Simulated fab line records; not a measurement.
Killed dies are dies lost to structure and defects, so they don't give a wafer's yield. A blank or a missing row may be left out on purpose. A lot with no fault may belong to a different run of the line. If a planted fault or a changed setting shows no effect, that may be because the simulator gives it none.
Which tool did it? -- flow n5-finfet -- 11 lots, 32 wafers sampled, at 5 steps of a route of 1938

## WHAT THE GAUGES READ, wafer by wafer
N5_MIM_TOP_LITHO_CD_MEAS_08: target cd 2000 nm. Usual: cd-nm at 2000.7 nm, with a standard deviation of 1.8.
lot,measured,on,cd-nm (nm),flag
L622,day 12 20:14,cd-sem-02,1999.8 1999.6 2000.5,
L623,day 13 02:07,cd-sem-03,1997.8 1996.4 1998.0,
L624,day 13 19:14,cd-sem-03,1998.9 2002.1 2000.3,
L627,day 13 21:33,cd-sem-02,2001.2 2002.2 2001.3,
L628,day 14 02:25,cd-sem-02,2001.9 1999.9 2004.1,
L635,day 15 12:30,cd-sem-01,2002.7 2002.7 2000.0,
L636,day 16 01:07,cd-sem-03,1997.3 1997.6 1999.9,
L634,day 16 03:25,cd-sem-02,2000.2 2000.7 2001.0,
L640,day 18 05:23,cd-sem-03,2000.4 2002.3 1999.0,
L643,day 18 21:09,cd-sem-03,2001.8 2001.5 2000.3,
L645,day 19 04:14,cd-sem-03,2000.8 1999.8,

N5_PASSIVATION_CD_MEAS_44: target cd 40000 nm. Usual: cd-nm at 39997 nm, with a standard deviation of 3.5.
lot,measured,on,cd-nm (nm),flag
L622,day 13 03:40,cd-sem-02,40001 40002 40001,
L623,day 13 11:56,cd-sem-03,39995 39991 40002,
L624,day 14 03:23,cd-sem-03,39994 39999 39994,
L627,day 14 04:07,cd-sem-01,39998 39999 39995,
L628,day 14 08:52,cd-sem-03,39995 39987 39992,
L635,day 15 19:14,cd-sem-03,39998 39992 40002,
L636,day 16 07:17,cd-sem-02,39982 39979 39984,OFF
L634,day 16 10:24,cd-sem-01,39982 39981 39979,OFF
L640,day 18 11:46,cd-sem-02,39998 40003 40001,
L643,day 19 06:41,cd-sem-03,40000 39996 40002,
L645,day 19 11:40,cd-sem-03,39995 39999,

## EACH LOT AND THE TOOL THAT RAN IT (in order: tool; ch and the chambers of the sampled wafers; start)
lot,N5_MIM_TOP_ETCH_ETCH_00,N5_PASSIVATION_PECVD_35,N5_PASSIVATION_EXPOSE_41
L622,"rie-metal-02 ch 1, day 12 20:25","pecvd-04 ch 0,1,2, day 13 03:06","krf-scanner-02 ch 0, day 13 03:29"
L623,"rie-metal-03 ch 0,1, day 13 02:18","pecvd-04 ch 0,1, day 13 11:23","krf-scanner-01 ch 0, day 13 11:45"
L624,"rie-metal-01 ch 0,1, day 13 19:24","pecvd-04 ch 0,2, day 14 02:49","krf-scanner-02 ch 0, day 14 03:12"
L627,"rie-metal-01 ch 0,1, day 13 21:46","pecvd-01 ch 0,1,2, day 14 03:34","krf-scanner-01 ch 0, day 14 03:57"
L628,"rie-metal-01 ch 0,1, day 14 02:38","pecvd-04 ch 0,1,2, day 14 08:25","krf-scanner-01 ch 0, day 14 08:41"
L635,"rie-metal-01 ch 0,1, day 15 12:40","pecvd-04 ch 0,1,2, day 15 18:48","krf-scanner-02 ch 0, day 15 19:04"
L636,"rie-metal-03 ch 0,1, day 16 01:22","pecvd-04 ch 0,1, day 16 06:50","krf-scanner-02 ch 0, day 16 07:06"
L634,"rie-metal-03 ch 0,1, day 16 03:38","pecvd-01 ch 1,2, day 16 09:58","krf-scanner-02 ch 0, day 16 10:14"
L640,"rie-metal-03 ch 0,1, day 18 05:52","pecvd-02 ch 0,1,2, day 18 11:16","krf-scanner-01 ch 0, day 18 11:37"
L643,"rie-metal-01 ch 0,1, day 18 21:41","pecvd-01 ch 1,2, day 19 06:12","krf-scanner-01 ch 0, day 19 06:31"
L645,"rie-metal-01 ch 1, day 19 04:38","pecvd-04 ch 1,2, day 19 11:14","krf-scanner-01 ch 0, day 19 11:29"
- N5_MIM_TOP_ETCH_ETCH_00: etches TiN in Cl2/BCl3, target depth 38.5 nm.
- N5_PASSIVATION_PECVD_35: deposits SiNx from SiH4/NH3/N2, target thk 700 nm, time 151.3 s.
- N5_PASSIVATION_EXPOSE_41: exposes mask PASS OPEN, defocus 0 nm, target cd 40000 nm.

## AS READ BY THE TOOLS THEMSELVES (means over the sampled wafers that have a number; for cases with no such wafer, the mark the record gives instead)
N5_MIM_TOP_ETCH_ETCH_00. Usual: drypump-motor-current-A 5.4 A, standard deviation 0.34; oes-product-au 0.77 a.u., standard deviation 0.094; throttle-valve-pct 22.86 %, standard deviation 0.26.
lot,tool,drypump-motor-current-A (A),oes-product-au (a.u.),throttle-valve-pct (%),flag
L622,rie-metal-02,5.1,1.01,22.48,
L623,rie-metal-03,5.3,0.72,22.86,
L624,rie-metal-01,5.7,0.69,23.18,
L627,rie-metal-01,5.7,0.70,23.18,
L628,rie-metal-01,5.4,0.74,22.99,
L635,rie-metal-01,5.4,0.73,23.00,
L636,rie-metal-03,5.5,0.75,22.94,
L634,rie-metal-03,5.3,0.71,22.88,
L640,rie-metal-03,5.3,0.69,22.89,
L643,rie-metal-01,5.4,0.81,22.94,
L645,rie-metal-01,6.0,0.94,23.17,

N5_PASSIVATION_PECVD_35. Usual: heater-power-w 446 W, standard deviation 100; showerhead-plenum-p-Torr 8.68 Torr, standard deviation 0.086; throttle-valve-pct 30.1 %, standard deviation 1.6.
lot,tool,heater-power-w (W),showerhead-plenum-p-Torr (Torr),throttle-valve-pct (%),flag
L622,pecvd-04,550,8.67,30.4,
L623,pecvd-04,480,8.70,31.2,
L624,pecvd-04,458,8.66,30.0,
L627,pecvd-01,421,8.71,29.4,
L628,pecvd-04,445,8.66,30.4,
L635,pecvd-04,464,8.69,30.5,
L636,pecvd-04,524,8.61,31.8,
L634,pecvd-01,413,8.75,29.3,
L640,pecvd-02,387,8.71,29.6,
L643,pecvd-01,368,8.74,29.7,
L645,pecvd-04,434,8.74,28.0,

N5_PASSIVATION_EXPOSE_41. Usual: exposure-dose-mJ-cm2 at 57.25, with a standard deviation of 0.052.
lot,tool,exposure-dose-mJ-cm2,flag
L622,krf-scanner-02,57.25,
L623,krf-scanner-01,57.24,
L624,krf-scanner-02,57.30,
L627,krf-scanner-01,57.20,
L628,krf-scanner-01,57.26,
L635,krf-scanner-02,57.25,
L636,krf-scanner-02,55.29,OFF
L634,krf-scanner-02,55.29,OFF
L640,krf-scanner-01,57.25,
L643,krf-scanner-01,57.23,
L645,krf-scanner-01,57.23,

## THE ANSWER, worked out from the rows above alone
Rule: a lot counts as off when the mean over its wafers that have a number is more than 3 standard deviations away from the usual mean. A lot without any number at a reading at which 4 lots or more have one is off too. Any other lot the step has rows for is counted as sound. After the gauges, taken in route order, come the tools' own readings; for these a lot's mean is taken, as printed above. The first step at which some lot is off is used, and at that step the reading that is off furthest; a lot without a number counts as furthest.
Off: L636, L634 (N5_PASSIVATION_CD_MEAS_44, cd-nm).
A tool fits if, at a process step before that reading, it ran every lot that is off, and no sound lot after the first of them. The gauges at N5_PASSIVATION_CD_MEAS_44 aren't tried: what is off there is off at N5_PASSIVATION_EXPOSE_41 too, on other tools, and a gauge's error can't cause that. One candidate fits, namely krf-scanner-02 at N5_PASSIVATION_EXPOSE_41. Its last sound lot is L635 (day 15 19:04), its first lot that is off L636 (day 16 07:06): a fault that began between those two fits.
On the lots that are off, the tool's own readings at N5_PASSIVATION_EXPOSE_41 differ by more than 5 times the standard deviation of the sound lots' means, which bears it out; exposure-dose-mJ-cm2 reads 55.29 there versus 57.25 on the sound lots.

## WHAT HAD BEEN PUT IN BY THE SIMULATOR
Drift in process parameters on krf-scanner-02 at N5_PASSIVATION_EXPOSE_41, starting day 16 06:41. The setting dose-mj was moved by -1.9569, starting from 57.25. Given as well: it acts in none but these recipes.
Struck lots among those shown: L636, L634. The same result came from the rule above.
